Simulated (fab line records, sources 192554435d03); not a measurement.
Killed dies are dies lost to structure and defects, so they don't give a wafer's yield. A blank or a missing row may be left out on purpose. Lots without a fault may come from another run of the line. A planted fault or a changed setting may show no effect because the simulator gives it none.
Chamber matching | flow n5_finfet | N5_BEOL_M7_VIA_ETCH_34 on rie_diel-05: 4 sister chambers
The step etches SiCOH lowk in C4F6/O2, target depth 125.5 nm, time 50.5 s. 4 wafers are shown with their chamber, then 7 later ones without.

WAFERS WITH THEIR CHAMBER
wafer  | chamber | showerhead_plenum_p_Torr (Torr)
L086.5 | 2       | 2.97
L087.1 | 1       | 2.92
L092.2 | 3       | 2.88
L092.4 | 0       | 2.86

WAFERS WITHOUT THEIR CHAMBER
wafer  | showerhead_plenum_p_Torr (Torr)
L092.5 | 2.88
L093.1 | 2.85
L093.5 | 2.91
L093.6 | 2.85
L097.2 | 2.87
L097.3 | 2.91
L097.4 | 2.85

WHICH CHAMBER EACH WENT THROUGH
wafer  | from the rows above     | in truth
L092.5 | 3                       | 3
L093.1 | 0                       | 0
L093.5 | 1                       | 1
L093.6 | 0                       | 0
L097.2 | can't be placed: 3 or 0 | 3
L097.3 | 1                       | 1
L097.4 | 0                       | 0
Placed correctly: 6 of 7. Can't be placed from these rows: 1 (the true chamber is among the candidates in 1). Placed wrongly: 0.
How it was worked out, from the rows above alone: a wafer's distance from a chamber is the root of the sum, over the readings, of the square of ((its reading less the chamber's mean) divided by the reading's scatter). The wafer belongs to the nearest chamber; if the next one is less than 2 further off, it can't be placed. A chamber's mean is the mean of its shown wafers. The scatter: with one shown wafer a chamber, the root of the mean of the squares of how far each hidden wafer lies from its nearest shown one.
